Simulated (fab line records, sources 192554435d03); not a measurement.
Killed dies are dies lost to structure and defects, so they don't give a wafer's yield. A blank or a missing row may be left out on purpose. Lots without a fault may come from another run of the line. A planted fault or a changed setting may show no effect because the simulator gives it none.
Which tool did it? | flow n5_finfet | 24 lots, 72 wafers sampled, at 1 step of a route of 1938

WHAT THE GAUGES READ, wafer by wafer
N5_BEOL_M0_SAQP_OVL_MEAS_41.
lot  | measured     | on         | M0_CUT1_OVL (nm)
L074 | day 5 16:38  | overlay-01 | -1.4 -0.4 -0.7
L075 | day 5 21:26  | overlay-02 | -1.0 -0.2 0.6
L076 | day 6 05:44  | overlay-01 | 0.4 -0.7 -0.4
L077 | day 6 11:50  | overlay-02 | -0.5 -1.2 -1.2
L078 | day 6 18:11  | overlay-01 | -0.6 -0.5 -0.8
L080 | day 7 08:47  | overlay-01 | -0.9 -0.5 -1.0
L079 | day 7 11:38  | overlay-01 | 0.4 -0.2 0.3
L081 | day 7 14:54  | overlay-01 | -1.0 -1.2 -1.2
L082 | day 7 19:43  | overlay-01 | -0.5 -0.9 0.3
L083 | day 7 21:32  | overlay-02 | 0.0 -0.4 -1.0
L084 | day 8 06:55  | overlay-01 | -1.4 -1.3 -0.4
L085 | day 8 09:35  | overlay-01 | -1.0 -0.8 -1.0
L086 | day 8 19:43  | overlay-02 | -0.3 -1.7 -0.6
L087 | day 8 22:40  | overlay-02 | -1.7 -0.9 -1.9
L088 | day 9 04:34  | overlay-01 | -0.8 -0.1 -0.6
L089 | day 9 13:01  | overlay-01 | -0.8 -0.9 0.1
L090 | day 9 16:08  | overlay-01 | 0.2 -0.6 -0.6
L091 | day 9 23:12  | overlay-01 | 0.1 0.0 1.1
L092 | day 10 08:52 | overlay-02 | -0.9 -0.6 -0.6
L093 | day 10 21:53 | overlay-02 | -0.4 -0.1 0.1
L094 | day 10 22:24 | overlay-01 | -0.4 -0.4 -0.6
L095 | day 11 00:47 | overlay-01 | 0.4 -0.5 -0.3
L096 | day 11 04:48 | overlay-02 | -1.3 -0.7 0.1
L097 | day 11 12:19 | overlay-01 | -0.8 0.2 0.6

WHICH TOOL RAN EACH LOT (tool, then ch and the chambers of the sampled wafers, then the start)
The record holds no process step before these readings.

WHAT THE TOOLS THEMSELVES READ (means of the sampled wafers that have a number; where no wafer has one, the mark that the record gives instead)
The record holds no such reading with a usual standard deviation.

THE ANSWER, worked out from the rows above alone
Rule: what is usual is taken from the lots themselves. Put in order of their means at a reading, lots are off if they are a third of the lots or fewer, leave a main group of 4 or more, and stand apart from it by a gap of 3 or more times the standard deviation of the main group's means; of several such gaps the widest counts. A main group whose means are all the same, to the digits that the tables above print for the reading, isn't used. A lot without any number at a reading at which 4 lots or more have one is off too. The other lots that the step has rows for count as sound. The gauges are gone through in route order, then the tools' own readings, and for those a lot's mean is taken as printed above. The first step at which some lot is off is used, and at that step the reading that is off furthest; a lot without a number counts as furthest.
No lot is off at any reading shown: from this, nothing can be told.

WHAT THE SIMULATOR HAD PUT IN
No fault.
